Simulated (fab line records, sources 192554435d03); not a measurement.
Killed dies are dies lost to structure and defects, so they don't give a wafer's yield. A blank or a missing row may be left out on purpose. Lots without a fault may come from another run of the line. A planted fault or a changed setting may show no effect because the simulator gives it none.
Chamber matching | flow n5_finfet | N5_BEOL_M6_DESCUM_33 on rie_diel-03: 4 sister chambers
The step chemistry O2, time 7 s. 4 wafers are shown with their chamber, then 12 later ones without.

WAFERS WITH THEIR CHAMBER
wafer  | chamber | oes_product_au (a.u.)
L085.1 | 2       | 0.66
L088.4 | 1       | 0.82
L088.5 | 3       | 0.68
L088.6 | 0       | 0.86

WAFERS WITHOUT THEIR CHAMBER
wafer  | oes_product_au (a.u.)
L090.1 | 0.84
L090.3 | 0.68
L090.4 | 0.85
L092.4 | 0.83
L092.5 | 0.83
L092.6 | 0.80
L094.1 | 0.93
L094.2 | 0.83
L094.4 | 0.92
L096.3 | 0.82
L096.4 | 0.81
L096.5 | 0.79

WHICH CHAMBER EACH WENT THROUGH
wafer  | from the rows above     | in truth
L090.1 | can't be placed: 0 or 1 | 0
L090.3 | can't be placed: 3 or 2 | 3
L090.4 | can't be placed: 0 or 1 | 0
L092.4 | can't be placed: 1 or 0 | 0
L092.5 | can't be placed: 1 or 0 | 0
L092.6 | can't be placed: 1 or 0 | 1
L094.1 | can't be placed: 0 or 1 | 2
L094.2 | can't be placed: 1 or 0 | 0
L094.4 | can't be placed: 0 or 1 | 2
L096.3 | can't be placed: 1 or 0 | 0
L096.4 | can't be placed: 1 or 0 | 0
L096.5 | can't be placed: 1 or 0 | 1
Placed correctly: 0 of 12. Can't be placed from these rows: 12 (the true chamber is among the candidates in 10). Placed wrongly: 0.
How it was worked out, from the rows above alone: a wafer's distance from a chamber is the root of the sum, over the readings, of the square of ((its reading less the chamber's mean) divided by the reading's scatter). The wafer belongs to the nearest chamber; if the next one is less than 2 further off, it can't be placed. A chamber's mean is the mean of its shown wafers. The scatter: with one shown wafer a chamber, the root of the mean of the squares of how far each hidden wafer lies from its nearest shown one.
